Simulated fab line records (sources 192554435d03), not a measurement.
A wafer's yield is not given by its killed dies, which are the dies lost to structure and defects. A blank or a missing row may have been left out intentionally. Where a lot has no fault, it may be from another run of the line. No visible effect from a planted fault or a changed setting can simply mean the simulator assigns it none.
Comparing a struck lot with a sound one :: flow n5-finfet :: 23 out of 1938 route steps
Sound: these wafers, L636.2, L636.5, L636.6. Struck: wafers L625.1, L625.3, L625.6. The cause is named last.
Order at every step that has rows: each side's tool, ch and its chambers, its first start. Under that, the readings that differ: sound wafers :: struck wafers :: difference of the means :: sigmas: that difference in standard deviations of wafers without a fault.
alike: readings with means less than 2 such deviations apart, plus words and numbers identical on both sides. not compared: withheld readings, readings lacking a value on some wafer, bounds such as >300 that could conceal the same value, and numbers that have no deviation in the record and whose values overlap.
Wherever a step has rows on one side only, a row that says differs or no value, or a row with sigmas, the two part there. When numbers do not overlap yet have no deviation, they are printed without sigmas and do not part them. A reading missing from all wafers of one side parts the sides only when that side holds two or more wafers.

first, 8 steps without rows for these wafers: N5_BEOL_M2_PRE_CLEAN_60 (time 15 s); N5_BEOL_M2_CO_CAP_55 (material Co, precursor CCTBA/H2, target thk 2 nm, time 102.1 s); N5_BEOL_M2_PRE_CLEAN_56 (time 15 s); N5_BEOL_M2_DEP_57 (deposits SiCN from 3MS/NH3, target thk 8 nm, time 14 s); N5_BEOL_M3_ILD_DEP_00 (deposits SiOC from DEMS/O2, target thk 79 nm, time 15.3 s); N5_BEOL_M3_PECVD_72 (deposits SiO2 from TEOS/O2, target thk 16 nm, time 18 s); N5_BEOL_M3_HM_DEP_02 (deposits TiN, target thk 20 nm); N5_BEOL_M3_COAT_61 (time 60 s, resist thk 60 nm).
N5_BEOL_M3_COAT_62: time 60 s, resist thk 12 nm.
  sound on litho-track-03 ch 0, day 13 07:10; struck on litho-track-01 ch 0, day 10 15:23
reading: spin-speed-rpm (rpm)
sound: 1499.6 1500.8 1499.1
struck: 1316.6 1316.0 1314.8
difference: -184.0
sigmas: -99 or more

reading: model.SiARC_of_BEOL_M3_COAT_62.thk-nm (nm)
sound: 12 12 12
struck: 12.8 12.8 12.8
difference: +0.8
sigmas: 
  alike: chill-plate-temp-C, exhaust-pa
then, 9 steps without rows for these wafers: N5_BEOL_M3_COAT_73 (time 60 s, resist thk 5 nm); N5_BEOL_M3_COAT_05 (resist thk 30 nm); N5_BEOL_M3_EBR_07; N5_BEOL_M3_SOFTBAKE_06 (time 60 s); N5_BEOL_M3_EXPOSE_08 (exposes mask M3); N5_BEOL_M3_PEB_09 (peb time 60 s); N5_BEOL_M3_DEVELOP_10 (develop time 30 s); N5_BEOL_M3_DESCUM_16 (chemistry O2, time 7 s); N5_BEOL_M3_ETCH_74 (etches underlayer in N2/H2, target depth 6.5 nm, time 5.2 s).
N5_BEOL_M3_ETCH_63: etches SiARC in CF4, target depth 15.6 nm, time 26 s.
  sound on rie-diel-06 ch 2,3, day 13 07:37; struck on rie-diel-02 ch 2,3, day 10 15:50
reading: drypump-motor-current-A (A)
sound: 4.9 5.7 4.9
struck: 6.8 6.5 6.5
difference: +1.4
sigmas: +2

reading: etch-rf-on-time-s (s)
sound: 27.6 25.7 27.4
struck: 27.7 29.4 29.1
difference: +1.8
sigmas: +2

reading: model.etch.depth-nm (nm)
sound: 12.05 12.04 12.04
struck: 12.85 12.85 12.84
difference: +0.80
sigmas: 

reading: model.CAR-EUV_of_BEOL_M3_COAT_05.thk-nm (nm)
sound: 11.2 10.8 11.2
struck: 10.4 10.4 10.4
difference: -0.7
sigmas: 
  alike: oes-product-au, rf-vpp-V, showerhead-plenum-p-Torr, throttle-valve-pct
  not compared: rf-hours-counter-h
N5_BEOL_M3_ETCH_64: etches SOC in N2/H2, target depth 75 nm, overetch 15 nm, time 112.5 s.
  sound on rie-diel-06 ch 2,3, day 13 07:38; struck on rie-diel-02 ch 2,3, day 10 15:51
reading: drypump-motor-current-A (A)
sound: 4.9 5.7 4.9
struck: 6.8 6.5 6.6
difference: +1.5
sigmas: +2

reading: model.SiARC_of_BEOL_M3_COAT_62.thk-nm (nm)
sound: 7 7 7
struck: 7.4 8 8
difference: +0.8
sigmas: 
  alike: h2-flow-sccm, oes-product-au, rf-vpp-V, showerhead-plenum-p-Torr, throttle-valve-pct
  not compared: rf-hours-counter-h
then, 1 step without rows for these wafers: N5_BEOL_M3_STRIP_65 (strips in N2/H2).
N5_BEOL_M4_RC_MEAS_101:
  sound on prober-02 ch 0, day 14 09:47; struck on prober-02 ch 0, day 12 09:36
  alike: DIBL_N, DIBL_P, IOFF_N, IOFF_P, ION_N, ION_P, SS_N, SS_P, VT_N, VT_P
-- record jumps: 4 days separate the struck wafers' starts on either side; left off in module BEOL_M4, taken up again in module PASSIVATION, whose first shown step is the route's number 1936 --
N5_PASSIVATION_PROBE_49:
  sound on prober-02 at day 18 22:20; struck on prober-02 at day 16 17:42
  alike: defect-limited-yield, killed_at_M0_to_M3, killed_at_M4_up, killed-at-contacts, killed-at-front-end, killed-at-other, killed-dies, killed-open, killed-short, sort_bin_5_function, sort_bin_6_memory, sort-n-pass, sort-yield-pct

== WHERE THEY PART ==
Earliest at N5_BEOL_M3_COAT_62; latest, in this record, at N5_BEOL_M3_ETCH_64. Later steps at which nothing parts them and some readings are alike: N5_BEOL_M4_RC_MEAS_101, N5_PASSIVATION_PROBE_49.

WHY: what the simulator had put in
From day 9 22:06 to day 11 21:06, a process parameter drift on litho-track-01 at N5_BEOL_M3_COAT_62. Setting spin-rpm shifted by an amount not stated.
